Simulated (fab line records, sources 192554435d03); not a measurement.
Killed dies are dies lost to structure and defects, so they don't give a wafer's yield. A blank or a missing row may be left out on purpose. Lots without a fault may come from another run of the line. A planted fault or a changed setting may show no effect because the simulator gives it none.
fab line records | flow n5_finfet
record lots=24 wafers=72 last_day=18
route steps=1938 shown BEOL_M0@722 BEOL_M1@770
lots that met no fault: from a run of the same line without faults
start_h: hours from the record's first day to the start of the lot's first wafer shown | wait_h: hours since the lot's step before | " the same as in the row above | L1.1+2: a row that stands for several wafers | - no value, or no start given | * or withheld: withheld | < > ~ a bound
route shown NAME@n: a module of which the file shows steps, and the number in the route of the first | usual: mean/standard deviation of fault-free wafers | same: alike in all rows | chamber/n: place in a boat | sites: the reading at each site | _std_site: their standard deviation | _edge_site: outer sites' mean less inner sites' | radius_mm: how far each site lies from the wafer's centre | mask NAME#n: copy n | behind: the tool/chamber that last shaped the wafer | hold: why the lot was held/for how many hours/how that ended | device: the transistor (n, p or np) that didn't switch | end of line: the same wafers' tests at the end of the route | a step without rows: its recipe alone | killed: dies lost to structure and defects at the first sort, not the wafer's yield | map: a wafer's dies, x killed, . not, _ none there
set.NAME: the setting as run; set.NAME@STEP: as run at that earlier step | model.NAME: the simulator's own value behind a step, which no gauge read
steps of the route over a sample of lots; a table a step, a row a wafer
services: from which hour (start_h, from the record's first day; less than 0 if before it) a tool's chamber was out of use, for how many hours, and why
## steps
# step N5_BEOL_M0_STRIP_142
# recipe chemistry=N2/H2 time_s=10 power_w=450 temp_c=40 pressure_mtorr=20 rf_frequency_hz=6e+07 bias_power_w=7 n2_flow_sccm=200 h2_flow_sccm=200
# usual drypump_motor_current_A=5.5/0.35 oes_product_au=0.81/0.091 rf_vpp_V=59.1/0.89 showerhead_plenum_p_Torr=2.55/0.086 throttle_valve_pct=23.6/0.36
# columns lot.wafer tool chamber start_h wait_h drypump_motor_current_A oes_product_au rf_hours_counter_h rf_vpp_V showerhead_plenum_p_Torr throttle_valve_pct
L074.2 rie_diel-06 2 115.36 0.0 5.0 0.84 69 60.3 2.47 23.9
L074.3 " 0 " " 5.5 0.74 171 59.7 2.53 23.3
L074.4 " 3 " " 6.5 0.72 185 59.0 2.63 24.0
L075.1 rie_diel-03 1 118.94 0.0 5.6 0.71 214 57.9 2.51 23.6
L075.2 " 3 " " 5.7 0.69 239 58.6 2.62 24.4
L075.3 " 3 " " 5.7 0.68 - 59.2 2.62 24.4
L076.1 rie_diel-03 2 124.04 0.0 5.7 0.94 6 58.6 2.71 23.2
L076.2 " 1 " " 5.6 0.71 217 58.9 2.51 23.6
L076.5 " 1 " " 5.5 0.70 - 60.2 2.51 23.6
L077.3 rie_diel-06 2 133.03 0.0 5.0 0.83 75 60.0 2.47 23.9
L077.4 " 1 " " 5.3 0.77 117 58.4 2.46 23.9
L077.6 " 1 " " 5.3 0.77 - 58.5 2.46 23.9
L078.4 rie_diel-03 3 141.59 0.0 5.7 0.69 248 61.4 2.61 24.4
L078.5 " 1 " " 5.6 0.70 - 57.8 2.51 23.6
L078.6 " 2 " " 5.7 0.92 - 59.2 2.71 23.2
L079.2 rie_diel-06 2 148.54 0.0 5.0 0.83 80 56.0 2.46 23.9
L079.3 " 0 " " 5.5 0.73 182 58.5 2.53 23.3
L079.6 " 2 " " 5.0 0.82 - 58.1 2.46 23.9
L080.1 rie_diel-03 1 150.37 0.0 5.6 0.70 225 60.4 2.50 23.6
L080.3 " 0 " " 5.1 0.90 27 58.4 2.48 23.6
L080.4 " 0 " " 5.1 0.90 - 57.2 2.48 23.6
L081.1 rie_diel-06 0 156.30 0.0 5.5 0.72 186 59.4 2.53 23.3
L081.2 " 2 " " 5.0 0.83 84 59.1 2.46 23.9
L081.6 " 1 " " 5.3 0.76 - 57.8 2.45 23.9
L082.2 rie_diel-06 0 167.51 0.0 5.5 0.72 190 58.4 2.52 23.3
L082.4 " 2 " " 5.0 0.81 87 59.1 2.46 23.9
L082.5 " 3 " " 6.5 0.70 - 59.6 2.62 24.1
L083.3 rie_diel-04 2 172.26 0.0 5.7 0.86 45 59.7 2.59 23.2
L083.4 " 0 " " 5.4 0.83 61 59.5 2.70 24.0
L083.5 " 3 " " 5.5 0.89 - 58.9 2.58 23.0
L084.1 rie_diel-03 0 172.30 0.0 5.1 0.87 39 59.1 2.48 23.6
L084.5 " 2 " " 5.7 0.90 - 59.1 2.70 23.2
L084.6 " 1 " " 5.5 0.69 - 59.8 2.50 23.6
L085.2 rie_diel-03 3 186.54 0.0 5.7 1.00 2 59.1 2.61 24.1
L085.4 " 2 " " 5.6 0.88 31 59.6 2.70 23.2
L085.5 " 0 " " 5.1 0.87 - 59.0 2.48 23.6
L086.2 rie_diel-03 3 191.18 0.0 5.7 0.98 4 58.4 2.61 24.1
L086.3 " 0 " " 5.1 0.86 45 60.2 2.48 23.6
L086.6 " 2 " " 5.7 0.88 - 58.0 2.70 23.2
L087.2 rie_diel-03 2 194.92 0.0 5.6 0.87 33 58.9 2.70 23.2
L087.3 " 3 " " 5.7 0.97 5 60.3 2.61 24.1
L087.5 " 3 " " 5.7 0.97 - 58.5 2.61 24.1
L088.1 rie_diel-03 1 198.00 0.0 5.6 0.69 246 58.8 2.50 23.6
L088.4 " 3 " " 5.7 0.96 7 59.9 2.61 24.1
L088.5 " 1 " " 5.6 0.68 - 59.6 2.50 23.6
L089.2 rie_diel-06 3 205.46 0.0 6.5 0.71 216 59.9 2.62 24.1
L089.3 " 1 " " 5.4 0.76 143 58.0 2.45 24.0
L089.6 " 1 " " 5.3 0.76 - 59.0 2.45 24.0
L090.2 rie_diel-03 0 210.70 0.0 5.1 0.85 52 59.3 2.47 23.6
L090.3 " 3 " " 5.7 0.96 10 59.9 2.61 24.1
L090.5 " 0 " " 5.1 0.85 - 60.6 2.47 23.6
L091.1 rie_diel-03 3 215.18 0.0 5.7 0.95 13 59.2 2.61 24.1
L091.4 " 0 " " 5.1 0.85 - 60.6 2.47 23.6
L091.5 " 3 " " 5.7 0.95 - 59.5 2.60 24.1
L092.1 rie_diel-04 0 222.26 0.0 5.4 0.80 79 58.5 2.69 24.0
L092.2 " 3 " " 5.5 0.87 50 58.2 2.58 23.1
L092.3 " 1 " " 5.7 0.93 18 59.2 2.60 23.5
L093.3 rie_diel-03 3 228.27 0.0 5.7 0.94 20 58.8 2.60 24.1
L093.5 " 2 " " 5.7 0.85 - 59.0 2.69 23.2
L093.6 " 3 " " 5.7 0.94 - 61.3 2.60 24.1
L094.1 rie_diel-03 0 232.12 0.0 5.1 0.84 63 59.8 2.47 23.6
L094.4 " 0 " " 5.1 0.83 - 59.8 2.47 23.6
L094.5 " 2 " " 5.7 0.84 - 60.9 2.69 23.2
L095.2 rie_diel-06 0 245.58 0.0 5.5 0.71 218 58.6 2.51 23.3
L095.4 " 3 " " 6.5 0.69 225 59.1 2.61 24.1
L095.6 " 0 " " 5.5 0.71 - 59.8 2.51 23.3
L096.1 rie_diel-03 2 248.98 0.0 5.7 0.85 56 58.6 2.69 23.2
L096.2 " 1 " " 5.6 0.94 8 58.6 2.49 23.3
L096.4 " 3 " " 5.7 0.91 26 59.9 2.60 24.1
L097.2 rie_diel-04 2 257.54 0.0 5.7 0.82 75 58.7 2.58 23.2
L097.4 " 3 " " 5.6 0.85 63 60.7 2.57 23.1
L097.5 " 3 " " 5.5 0.85 - 59.5 2.57 23.1
# step N5_BEOL_M0_ANNEAL_133
# recipe temp_c=400 time_s=60 ambient=vacuum
# usual heater_power_w=836/93
# columns lot.wafer tool chamber start_h wait_h heater_power_w
L074.2 pvd_sputter-02 - 118.46 0.0 1001
L074.3 " - " " 794
L074.4 " - " " 1034
L075.1 pvd_sputter-03 - 120.70 0.0 810
L075.2 " - " " 796
L075.3 " - " " 837
L076.1 pvd_sputter-03 - 128.81 0.0 695
L076.2 " - " " 794
L076.5 " - " " 866
L077.3 pvd_sputter-01 - 137.03 0.0 691
L077.4 " - " " 793
L077.6 " - " " 685
L078.4 pvd_sputter-02 - 143.68 0.0 794
L078.5 " - " " 1033
L078.6 " - " " 961
L079.2 pvd_sputter-01 - 150.22 0.0 863
L079.3 " - " " 811
L079.6 " - " " 683
L080.1 pvd_sputter-02 - 151.95 0.0 866
L080.3 " - " " 988
L080.4 " - " " 960
L081.1 pvd_sputter-01 - 159.09 0.0 844
L081.2 " - " " 715
L081.6 " - " " 800
L082.2 pvd_sputter-01 - 171.00 0.0 701
L082.4 " - " " 858
L082.5 " - " " 861
L084.1 pvd_sputter-03 - 175.27 0.0 768
L084.5 " - " " 778
L084.6 " - " " 795
L083.3 pvd_sputter-02 - 175.36 0.0 1002
L083.4 " - " " 779
L083.5 " - " " 860
L085.2 pvd_sputter-01 - 188.24 0.0 788
L085.4 " - " " 703
L085.5 " - " " 838
L086.2 pvd_sputter-02 - 194.64 0.0 785
L086.3 " - " " 905
L086.6 " - " " 1016
L087.2 pvd_sputter-03 - 197.00 0.0 698
L087.3 " - " " 776
L087.5 " - " " 708
L088.1 pvd_sputter-01 - 200.89 0.0 807
L088.4 " - " " 885
L088.5 " - " " 797
L089.2 pvd_sputter-01 - 207.25 0.0 807
L089.3 " - " " 687
L089.6 " - " " 865
L090.2 pvd_sputter-02 - 212.78 0.0 992
L090.3 " - " " 1016
L090.5 " - " " 1016
L091.1 pvd_sputter-03 - 218.83 0.0 807
L091.4 " - " " 710
L091.5 " - " " 758
L092.1 pvd_sputter-02 - 224.61 0.0 991
L092.2 " - " " 1017
L092.3 " - " " 809
L093.3 pvd_sputter-01 - 230.89 0.0 870
L093.5 " - " " 826
L093.6 " - " " 832
L094.1 pvd_sputter-01 - 234.42 0.0 864
L094.4 " - " " 878
L094.5 " - " " 709
L095.2 pvd_sputter-01 - 247.20 0.0 876
L095.4 " - " " 807
L095.6 " - " " 879
L096.1 pvd_sputter-02 - 250.62 0.0 808
L096.2 " - " " 994
L096.4 " - " " 994
L097.2 pvd_sputter-03 - 260.26 0.0 852
L097.4 " - " " 784
L097.5 " - " " 862
# step N5_BEOL_M0_CO_CAP_123
# recipe material=Co target_thk_a=20 temp_c=200 precursor=CCTBA/H2 pressure_torr=30 time_s=102.1
# usual heater_power_outer_w=125/16 heater_power_w=251/30
# columns lot.wafer tool chamber start_h wait_h heater_power_outer_w heater_power_w
L074.2 cvd_co-01 2 119.48 0.0 120 235
L074.3 " 1 " " 164 318
L074.4 " 1 " " 165 322
L075.1 cvd_co-02 0 121.91 0.0 116 231
L075.2 " 2 " " 127 267
L075.3 " 0 " " 115 232
L076.1 cvd_co-02 0 129.86 0.0 117 230
L076.2 " 2 " " 124 266
L076.5 " 2 " " 130 276
L077.3 cvd_co-02 1 138.15 0.0 111 234
L077.4 " 1 " " 110 233
L077.6 " 2 " " 126 268
L078.4 cvd_co-02 0 144.75 0.0 118 230
L078.5 " 1 " " 112 230
L078.6 " 2 " " 125 277
L079.2 cvd_co-02 2 151.97 0.0 126 274
L079.3 " 0 " " 116 229
L079.6 " 2 " " 125 270
L080.1 cvd_co-02 2 152.97 0.0 129 271
L080.3 " 0 " " 120 227
L080.4 " 0 " " 115 233
L081.1 cvd_co-02 0 160.19 0.0 119 232
L081.2 " 1 " " 113 229
L081.6 " 1 " " 111 237
L082.2 cvd_co-01 0 172.18 0.0 118 222
L082.4 " 0 " " 118 226
L082.5 " 2 " " 120 231
L084.1 cvd_co-01 1 176.33 0.0 166 320
L084.5 " 1 " " 165 316
L084.6 " 0 " " 119 222
L083.3 cvd_co-02 2 176.49 0.0 127 256
L083.4 " 0 " " 119 235
L083.5 " 2 " " 130 269
L085.2 cvd_co-02 0 189.75 0.0 119 227
L085.4 " 2 " " 127 272
L085.5 " 0 " " 118 237
L086.2 cvd_co-02 1 195.66 0.0 115 229
L086.3 " 0 " " 116 232
L086.6 " 2 " " 128 272
L087.2 cvd_co-01 1 198.04 0.0 160 317
L087.3 " 2 " " 123 241
L087.5 " 0 " " 116 221
L088.1 cvd_co-01 2 201.91 0.0 125 243
L088.4 " 2 " " 126 238
L088.5 " 0 " " 117 228
L089.2 cvd_co-02 1 208.28 0.0 112 244
L089.3 " 2 " " 128 264
L089.6 " 0 " " 117 234
L090.2 cvd_co-02 2 214.00 0.0 127 266
L090.3 " 1 " " 113 232
L090.5 " 1 " " 112 239
L091.1 cvd_co-02 2 219.91 0.0 130 269
L091.4 " 1 " " 111 233
L091.5 " 2 " " 130 266
L092.1 cvd_co-02 2 225.65 0.0 129 264
L092.2 " 0 " " 115 224
L092.3 " 1 " " 112 234
L093.3 cvd_co-02 0 231.97 0.0 118 234
L093.5 " 2 " " 126 268
L093.6 " 0 " " 116 231
L094.1 cvd_co-01 1 235.44 0.0 165 325
L094.4 " 0 " " 119 226
L094.5 " 1 " " 163 315
L095.2 cvd_co-01 2 248.34 0.0 121 242
L095.4 " 0 " " 115 227
L095.6 " 2 " " 120 239
L096.1 cvd_co-01 2 251.73 0.0 124 245
L096.2 " 0 " " 121 228
L096.4 " 2 " " 121 237
L097.2 cvd_co-01 0 261.29 0.0 118 236
L097.4 " 2 " " 123 244
L097.5 " 1 " " 163 318
# step N5_BEOL_M1_ETCH_64
# recipe chemistry=N2/H2 target=SOC target_depth_a=750 overetch_a=150 mask_material=SiARC temp_c=40 time_s=112.5 ion_energy_ev=200 pressure_mtorr=30 source_w=840 bias_w=150 n2_flow_sccm=200 h2_flow_sccm=200
# usual drypump_motor_current_A=5.9/0.32 oes_product_au=0.61/0.06 rf_vpp_V=524.7/1.4 showerhead_plenum_p_Torr=2.57/0.042 throttle_valve_pct=17.83/0.22
# columns lot.wafer tool chamber start_h wait_h drypump_motor_current_A oes_product_au rf_hours_counter_h rf_vpp_V showerhead_plenum_p_Torr throttle_valve_pct
L074.2 rie_diel-02 1 121.23 0.0 6.4 0.59 153 523.2 2.54 18.10
L074.3 " 2 " " 6.3 0.54 244 525.9 2.60 18.08
L074.4 " 3 " " 5.7 0.60 129 523.6 2.55 17.59
L075.1 rie_diel-01 1 124.44 0.0 5.9 0.55 213 523.1 2.52 17.78
L075.2 " 3 " " 5.8 0.64 100 521.3 2.46 18.07
L075.3 " 2 " " 5.5 0.55 194 525.0 2.63 18.12
L076.1 rie_diel-02 0 131.04 0.0 5.4 0.65 63 525.1 2.59 17.74
L076.2 " 2 " " 6.3 0.54 247 526.1 2.60 18.12
L076.5 " 3 " " 5.7 0.60 - 524.9 2.55 17.60
L077.3 rie_diel-05 2 139.28 0.0 5.5 0.66 52 525.2 2.59 17.70
L077.4 " 0 " " 6.2 0.70 31 524.3 2.59 17.89
L077.6 " 2 " " 5.5 0.66 - 525.0 2.59 17.71
L078.4 rie_diel-05 3 148.60 0.0 6.0 0.57 212 527.0 2.63 17.88
L078.5 " 3 " " 6.0 0.57 - 525.8 2.63 17.86
L078.6 " 2 " " 5.5 0.65 - 525.8 2.59 17.70
L079.2 rie_diel-01 0 153.93 0.0 6.3 0.54 242 525.2 2.61 17.67
L079.3 " 3 " " 5.8 0.64 108 520.8 2.46 18.06
L079.6 " 1 " " 5.9 0.55 - 522.6 2.51 17.79
L080.1 rie_diel-01 1 154.56 0.0 5.9 0.55 223 523.3 2.52 17.78
L080.3 " 2 " " 5.5 0.54 203 527.9 2.63 18.15
L080.4 " 3 " " 5.8 0.63 108 522.0 2.46 18.07
L081.1 rie_diel-02 3 163.44 0.0 5.7 0.59 144 524.7 2.55 17.62
L081.2 " 0 " " 5.4 0.64 74 523.7 2.58 17.77
L081.6 " 0 " " 5.5 0.63 - 526.6 2.58 17.77
L082.2 rie_diel-02 1 173.30 0.0 6.4 0.58 171 525.2 2.54 18.17
L082.4 " 2 " " 6.3 0.76 3 525.8 2.60 17.68
L082.5 " 1 " " 6.4 0.58 - 523.0 2.54 18.16
L084.1 rie_diel-05 2 180.47 0.0 5.5 0.65 63 525.8 2.58 17.71
L084.5 " 3 " " 6.0 0.56 - 525.9 2.63 17.87
L084.6 " 0 " " 6.1 0.69 - 524.2 2.59 17.91
L083.3 rie_diel-01 2 180.66 0.0 5.5 0.55 211 526.7 2.62 18.15
L083.4 " 3 " " 5.8 0.62 116 521.8 2.46 18.08
L083.5 " 1 " " 5.9 0.54 - 523.0 2.51 17.81
L085.2 rie_diel-05 1 191.66 0.0 5.9 0.69 41 524.5 2.58 17.36
L085.4 " 3 " " 6.0 0.56 224 525.9 2.63 17.89
L085.5 " 0 " " 6.1 0.69 - 524.8 2.59 17.90
L086.2 rie_diel-05 0 197.42 0.0 6.1 0.68 47 523.9 2.59 17.91
L086.3 " 1 " " 5.8 0.69 43 524.2 2.58 17.38
L086.6 " 3 " " 6.1 0.56 - 525.3 2.63 17.88
L087.2 rie_diel-05 2 199.50 0.0 5.5 0.64 68 524.5 2.58 17.74
L087.3 " 1 " " 5.9 0.69 44 523.8 2.58 17.38
L087.5 " 3 " " 6.0 0.56 - 526.4 2.63 17.89
L088.1 rie_diel-01 3 203.34 0.0 5.8 0.62 120 523.3 2.46 18.07
L088.4 " 1 " " 5.9 0.54 - 522.9 2.51 17.82
L088.5 " 2 " " 5.5 0.54 - 526.4 2.62 18.17
L089.2 rie_diel-02 2 210.00 0.0 6.3 0.72 17 524.8 2.59 17.71
L089.3 " 0 " " 5.4 0.62 90 525.0 2.57 17.79
L089.6 " 0 " " 5.4 0.62 - 524.7 2.57 17.80
L090.2 rie_diel-02 0 215.77 0.0 5.4 0.62 91 524.1 2.57 17.80
L090.3 " 1 " " 6.3 0.58 185 523.2 2.53 18.17
L090.5 " 1 " " 6.3 0.58 - 522.9 2.53 18.18
L091.1 rie_diel-02 3 222.31 0.0 5.7 0.59 159 522.2 2.54 17.64
L091.4 " 0 " " 5.5 0.62 94 524.9 2.57 17.80
L091.5 " 2 " " 6.3 0.72 - 526.3 2.59 17.73
L092.1 rie_diel-05 3 228.50 0.0 6.0 0.55 235 524.5 2.62 17.91
L092.2 " 2 " " 5.5 0.63 77 523.6 2.58 17.74
L092.3 " 1 " " 5.9 0.69 50 524.6 2.58 17.39
L093.3 rie_diel-05 2 233.02 0.0 5.5 0.63 79 524.6 2.58 17.75
L093.5 " 3 " " 6.0 0.55 - 526.6 2.62 17.92
L093.6 " 0 " " 6.1 0.67 - 523.9 2.58 17.94
L094.1 rie_diel-05 1 238.24 0.0 5.9 0.68 53 524.4 2.57 17.38
L094.4 " 0 " " 6.1 0.66 60 525.0 2.58 17.94
L094.5 " 0 " " 6.1 0.67 - 525.8 2.58 17.94
L095.2 rie_diel-05 2 250.02 0.0 5.5 0.63 83 524.4 2.58 17.77
L095.4 " 0 " " 6.1 0.66 63 525.8 2.58 17.95
L095.6 " 1 " " 5.9 0.68 - 526.0 2.57 17.39
L096.1 rie_diel-02 1 255.00 0.0 6.4 0.57 197 523.5 2.52 18.22
L096.2 " 2 " " 6.3 0.71 30 526.2 2.59 17.72
L096.4 " 0 " " 5.4 0.61 103 524.8 2.57 17.81
L097.2 rie_diel-02 3 262.95 0.0 5.6 0.57 172 524.1 2.54 17.65
L097.4 " 2 " " 6.3 0.70 33 526.1 2.59 17.72
L097.5 " 1 " " 6.4 0.56 - 523.4 2.52 18.20
# step N5_BEOL_M1_OVL_MEAS_29
# recipe points_per_wafer=522
# usual V0_OVL=-0.1/0.72
# same points_per_wafer=522
# columns lot.wafer tool chamber start_h wait_h V0_OVL[nm]
L074.2 overlay-01 0 122.07 0.0 0.3
L074.3 " 0 " " 0.3
L074.4 " 0 " " -0.4
L075.1 overlay-01 0 125.37 0.0 -1.0
L075.2 " 0 " " -0.4
L075.3 " 0 " " -0.7
L076.1 overlay-02 0 131.95 0.0 -0.3
L076.2 " 0 " " 0.2
L076.5 " 0 " " -0.3
L077.3 overlay-01 0 140.08 0.0 0.5
L077.4 " 0 " " 0.8
L077.6 " 0 " " 0.1
L078.4 overlay-02 0 149.35 0.0 0.0
L078.5 " 0 " " 0.6
L078.6 " 0 " " 0.5
L079.2 overlay-02 0 154.86 0.0 -0.9
L079.3 " 0 " " -1.0
L079.6 " 0 " " 0.1
L080.1 overlay-01 0 155.26 0.0 0.0
L080.3 " 0 " " -1.3
L080.4 " 0 " " -0.5
L081.1 overlay-01 0 164.39 0.0 0.0
L081.2 " 0 " " -0.1
L081.6 " 0 " " 0.6
L082.2 overlay-01 0 174.13 0.0 0.2
L082.4 " 0 " " -0.8
L082.5 " 0 " " -0.7
L084.1 overlay-02 0 181.39 0.0 0.7
L084.5 " 0 " " 0.7
L084.6 " 0 " " 0.4
L083.3 overlay-02 0 181.47 0.1 0.5
L083.4 " 0 " " 0.1
L083.5 " 0 " " 0.5
L085.2 overlay-02 0 192.60 0.0 -0.7
L085.4 " 0 " " -2.3
L085.5 " 0 " " -0.7
L086.2 overlay-01 0 198.18 0.0 -2.2
L086.3 " 0 " " -0.3
L086.6 " 0 " " -0.9
L087.2 overlay-02 0 200.20 0.0 0.1
L087.3 " 0 " " -0.4
L087.5 " 0 " " -0.1
L088.1 overlay-02 0 204.04 0.0 0.9
L088.4 " 0 " " -0.2
L088.5 " 0 " " -1.3
L089.2 overlay-01 0 210.83 0.0 0.3
L089.3 " 0 " " -0.8
L089.6 " 0 " " 0.7
L090.2 overlay-01 0 216.48 0.0 0.7
L090.3 " 0 " " 0.6
L090.5 " 0 " " 1.0
L091.1 overlay-01 0 223.26 0.0 0.8
L091.4 " 0 " " 0.5
L091.5 " 0 " " 0.1
L092.1 overlay-01 0 229.24 0.0 0.0
L092.2 " 0 " " 0.5
L092.3 " 0 " " -0.8
L093.3 overlay-02 0 233.92 0.0 -0.1
L093.5 " 0 " " 0.0
L093.6 " 0 " " -0.5
L094.1 overlay-02 0 239.06 0.0 -1.4
L094.4 " 0 " " -0.5
L094.5 " 0 " " -1.3
L095.2 overlay-01 0 251.08 0.0 0.2
L095.4 " 0 " " -0.4
L095.6 " 0 " " 0.2
L096.1 overlay-02 0 255.92 0.0 0.2
L096.2 " 0 " " -0.7
L096.4 " 0 " " -0.4
L097.2 overlay-01 0 263.90 0.0 -0.2
L097.4 " 0 " " 0.4
L097.5 " 0 " " 0.6
# step N5_BEOL_M1_ETCH_77
# recipe chemistry=N2/H2 target=underlayer target_depth_a=65 mask_material=CAR-EUV time_s=5.2 ion_energy_ev=200 pressure_mtorr=30 source_w=840 bias_w=150 n2_flow_sccm=200 h2_flow_sccm=200 ends=cleared
# usual drypump_motor_current_A=5.9/0.33 etch_rf_on_time_s=5.16/0.095 oes_product_au=0.66/0.074 rf_vpp_V=524.6/2 showerhead_plenum_p_Torr=2.57/0.049 throttle_valve_pct=17.89/0.23
# columns lot.wafer tool chamber start_h wait_h drypump_motor_current_A etch_rf_on_time_s oes_product_au rf_hours_counter_h rf_vpp_V showerhead_plenum_p_Torr throttle_valve_pct
L074.2 rie_diel-02 3 122.19 0.0 5.7 5.12 0.65 129 525.5 2.55 17.62
L074.3 " 1 " " 6.4 5.03 0.65 153 527.6 2.54 18.19
L074.4 " 2 " " 6.3 5.09 0.59 245 526.7 2.60 18.15
L075.1 rie_diel-02 3 125.50 0.0 5.7 5.15 0.65 130 524.1 2.55 17.65
L075.2 " 1 " " 6.4 5.05 0.64 154 522.9 2.54 18.16
L075.3 " 0 " " 5.4 5.10 0.71 61 525.4 2.58 17.79
L076.1 rie_diel-05 1 132.15 0.0 5.9 5.24 0.77 25 524.7 2.59 17.37
L076.2 " 2 " " 5.5 5.16 0.72 50 527.6 2.59 17.73
L076.5 " 1 " " 5.9 5.23 0.78 - 524.9 2.59 17.38
L077.3 rie_diel-01 2 140.22 0.0 5.5 5.18 0.60 198 525.3 2.63 18.18
L077.4 " 3 " " 5.8 5.21 0.70 105 520.2 2.46 18.09
L077.6 " 1 " " 5.9 5.26 0.59 - 522.3 2.52 17.83
L078.4 rie_diel-01 3 149.54 0.0 5.8 5.14 0.69 107 521.9 2.46 18.10
L078.5 " 3 " " 5.8 5.17 0.69 - 519.2 2.46 18.09
L078.6 " 2 " " 5.5 5.13 0.60 - 527.3 2.63 18.17
L079.2 rie_diel-01 2 154.98 0.0 5.5 5.27 0.58 203 526.4 2.63 18.18
L079.3 " 3 " " 5.8 5.23 0.68 108 520.9 2.46 18.08
L079.6 " 0 " " 6.3 5.33 0.57 - 526.2 2.60 17.69
L080.1 rie_diel-01 3 155.39 0.0 5.8 5.13 0.69 108 520.2 2.46 18.11
L080.3 " 0 " " 6.3 5.31 0.58 242 525.4 2.61 17.73
L080.4 " 2 " " 5.5 5.18 0.59 203 526.5 2.63 18.20
L081.1 rie_diel-05 0 164.52 0.0 6.1 5.11 0.76 38 525.9 2.59 17.93
L081.2 " 1 " " 5.9 5.20 0.75 34 524.3 2.58 17.39
L081.6 " 0 " " 6.1 5.11 0.76 - 527.4 2.59 17.93
L082.2 rie_diel-01 2 174.25 0.0 5.5 5.18 0.60 209 527.6 2.63 18.20
L082.4 " 0 " " 6.4 5.26 0.57 247 525.4 2.60 17.73
L082.5 " 2 " " 5.5 5.15 0.59 - 527.5 2.63 18.19
L084.1 rie_diel-01 3 181.54 0.0 5.8 5.09 0.69 117 523.1 2.46 18.11
L084.5 " 1 " " 6.0 5.23 0.58 - 524.7 2.51 17.85
L084.6 " 2 " " 5.5 5.16 0.59 - 525.4 2.63 18.18
L083.3 rie_diel-02 1 181.68 0.0 6.4 5.04 0.63 175 525.5 2.53 18.21
L083.4 " 0 " " 5.4 5.16 0.69 80 524.2 2.58 17.82
L083.5 " 3 " " 5.7 5.17 0.64 - 524.1 2.55 17.65
L085.2 rie_diel-01 0 192.73 0.0 6.3 5.30 0.57 253 528.1 2.60 17.74
L085.4 " 2 " " 5.5 5.22 0.58 - 525.9 2.62 18.21
L085.5 " 0 " " 6.3 5.26 0.56 - 526.7 2.60 17.75
L086.2 rie_diel-05 1 198.30 0.0 5.9 5.14 0.74 43 524.6 2.58 17.41
L086.3 " 3 " " 6.0 5.26 0.59 226 526.5 2.63 17.92
L086.6 " 0 " " 6.1 5.06 0.74 - 524.1 2.59 17.95
L087.2 rie_diel-02 1 200.58 0.0 6.4 5.10 0.62 181 522.0 2.53 18.19
L087.3 " 0 " " 5.5 5.16 0.68 86 525.2 2.58 17.83
L087.5 " 1 " " 6.4 5.14 0.62 - 524.6 2.53 18.20
L088.1 rie_diel-01 1 204.17 0.0 5.9 5.32 0.58 238 522.2 2.51 17.83
L088.4 " 2 " " 5.5 5.21 0.58 - 527.1 2.62 18.21
L088.5 " 1 " " 5.9 5.32 0.57 - 525.3 2.51 17.83
L089.2 rie_diel-05 3 210.95 0.0 6.0 5.20 0.59 229 523.2 2.63 17.93
L089.3 " 2 " " 5.5 5.21 0.69 71 525.3 2.58 17.75
L089.6 " 2 " " 5.5 5.29 0.68 - 523.2 2.58 17.77
L090.2 rie_diel-05 3 216.60 0.0 6.0 5.18 0.60 231 525.5 2.63 17.93
L090.3 " 0 " " 6.1 4.97 0.76 53 524.7 2.59 17.97
L090.5 " 3 " " 6.0 5.17 0.60 - 522.9 2.62 17.94
L091.1 rie_diel-02 2 223.38 0.0 6.4 5.00 0.79 21 526.1 2.59 17.76
L091.4 " 3 " " 5.7 5.22 0.62 160 523.7 2.54 17.69
L091.5 " 1 " " 6.4 5.10 0.62 - 520.8 2.53 18.24
L092.1 rie_diel-02 3 229.53 0.0 5.6 5.13 0.62 162 523.1 2.54 17.66
L092.2 " 1 " " 6.4 5.07 0.62 190 526.6 2.53 18.21
L092.3 " 2 " " 6.3 4.93 0.81 22 524.7 2.59 17.75
L093.3 rie_diel-02 3 234.03 0.0 5.7 5.25 0.62 163 523.2 2.54 17.67
L093.5 " 3 " " 5.7 5.23 0.62 - 522.4 2.54 17.69
L093.6 " 2 " " 6.3 5.01 0.79 - 524.0 2.59 17.77
L094.1 rie_diel-05 1 239.19 0.0 5.9 5.17 0.73 53 525.0 2.57 17.41
L094.4 " 2 " " 5.5 5.20 0.69 80 524.8 2.58 17.80
L094.5 " 3 " " 6.0 5.15 0.59 - 526.3 2.62 17.94
L095.2 rie_diel-02 3 251.24 0.0 5.7 5.17 0.63 168 522.2 2.54 17.67
L095.4 " 0 " " 5.5 5.11 0.67 102 523.8 2.57 17.85
L095.6 " 1 " " 6.4 5.02 0.62 - 523.7 2.53 18.26
L096.1 rie_diel-05 3 256.05 0.0 6.0 5.25 0.59 243 526.4 2.62 17.93
L096.2 " 1 " " 5.9 5.19 0.73 58 523.1 2.57 17.44
L096.4 " 2 " " 5.5 5.23 0.68 85 524.2 2.58 17.78
L097.2 rie_diel-01 1 264.06 0.0 5.9 5.08 0.82 4 523.6 2.50 17.48
L097.4 " 2 " " 5.5 5.12 0.57 242 527.2 2.61 18.25
L097.5 " 0 " " 6.3 5.03 0.81 - 525.1 2.59 17.33
## services
# columns tool chamber start_h hours kind
rie_diel-05 3 94.96 1.2 repair
rie_diel-03 0 111.09 14.0 repair
cvd_co-02 1 114.67 - clean
cvd_co-02 1 114.67 22.0 scheduled_down
cvd_co-02 1 114.67 22.0 vent_cycle
pvd_sputter-03 - 134.61 4.0 repair
cvd_co-01 - 136.95 16.5 repair
rie_diel-02 2 138.40 - clean
rie_diel-02 2 138.40 - consumable_replace:focus_ring
rie_diel-02 2 138.40 25.0 scheduled_down
rie_diel-02 2 138.40 25.0 vent_cycle
rie_diel-01 3 147.65 1.5 repair
rie_diel-03 3 148.21 - clean
rie_diel-03 3 148.21 - consumable_replace:focus_ring
rie_diel-03 3 148.21 29.4 scheduled_down
rie_diel-03 3 148.21 29.4 vent_cycle
rie_diel-02 3 191.01 10.1 repair
rie_diel-01 0 196.11 - clean
rie_diel-01 0 196.11 - consumable_replace:focus_ring
rie_diel-01 0 196.11 21.7 scheduled_down
rie_diel-01 0 196.11 21.7 vent_cycle
cvd_co-01 - 206.43 0.5 repair
rie_diel-05 1 210.89 6.7 repair
rie_diel-06 3 226.21 11.0 repair
## key
fault none
